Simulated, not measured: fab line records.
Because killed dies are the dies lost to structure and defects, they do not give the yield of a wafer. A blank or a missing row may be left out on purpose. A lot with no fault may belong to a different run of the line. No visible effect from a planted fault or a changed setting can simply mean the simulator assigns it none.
Matching of chambers || flow n5_finfet || rie_diel-05 running N5_BEOL_M5_DESCUM_16: 4 sister chambers
The step chemistry O2, time 7 s. 4 wafers are shown with their chamber, then 7 later ones without.

== WAFERS PAIRED WITH THEIR CHAMBERS ==
{"wafer": "L082.6", "chamber": 3, "showerhead_plenum_p_Torr (Torr)": 2.18}
{"wafer": "L088.3", "chamber": 0, "showerhead_plenum_p_Torr (Torr)": 2.07}
{"wafer": "L090.1", "chamber": 2, "showerhead_plenum_p_Torr (Torr)": 2.05}
{"wafer": "L090.2", "chamber": 1, "showerhead_plenum_p_Torr (Torr)": 2.22}

== WAFERS WITH NO CHAMBER GIVEN ==
{"wafer": "L090.5", "showerhead_plenum_p_Torr (Torr)": 2.07}
{"wafer": "L093.1", "showerhead_plenum_p_Torr (Torr)": 2.17}
{"wafer": "L093.4", "showerhead_plenum_p_Torr (Torr)": 2.05}
{"wafer": "L093.6", "showerhead_plenum_p_Torr (Torr)": 2.17}
{"wafer": "L094.1", "showerhead_plenum_p_Torr (Torr)": 2.17}
{"wafer": "L094.2", "showerhead_plenum_p_Torr (Torr)": 2.07}
{"wafer": "L094.3", "showerhead_plenum_p_Torr (Torr)": 2.22}

== THE CHAMBER EACH PASSED THROUGH ==
{"wafer": "L090.5", "from the rows above": 0, "in truth": 0}
{"wafer": "L093.1", "from the rows above": 3, "in truth": 3}
{"wafer": "L093.4", "from the rows above": 2, "in truth": 2}
{"wafer": "L093.6", "from the rows above": 3, "in truth": 3}
{"wafer": "L094.1", "from the rows above": 3, "in truth": 3}
{"wafer": "L094.2", "from the rows above": 0, "in truth": 0}
{"wafer": "L094.3", "from the rows above": 1, "in truth": 1}
7 of 7 placed correctly. Not placeable from these rows: 0. Number placed wrongly: 0.
How it was worked out, from the rows above alone: a wafer's distance from a chamber is the root of the sum, over the readings, of the square of ((its reading less the chamber's mean) divided by the reading's scatter). If the next closest chamber is less than 2 further off than the closest, the wafer can't be placed; otherwise it belongs to the closest. A chamber's mean is the mean of its shown wafers. The scatter: root of mean squared gap, hidden wafer to nearest shown wafer, with one shown wafer a chamber.
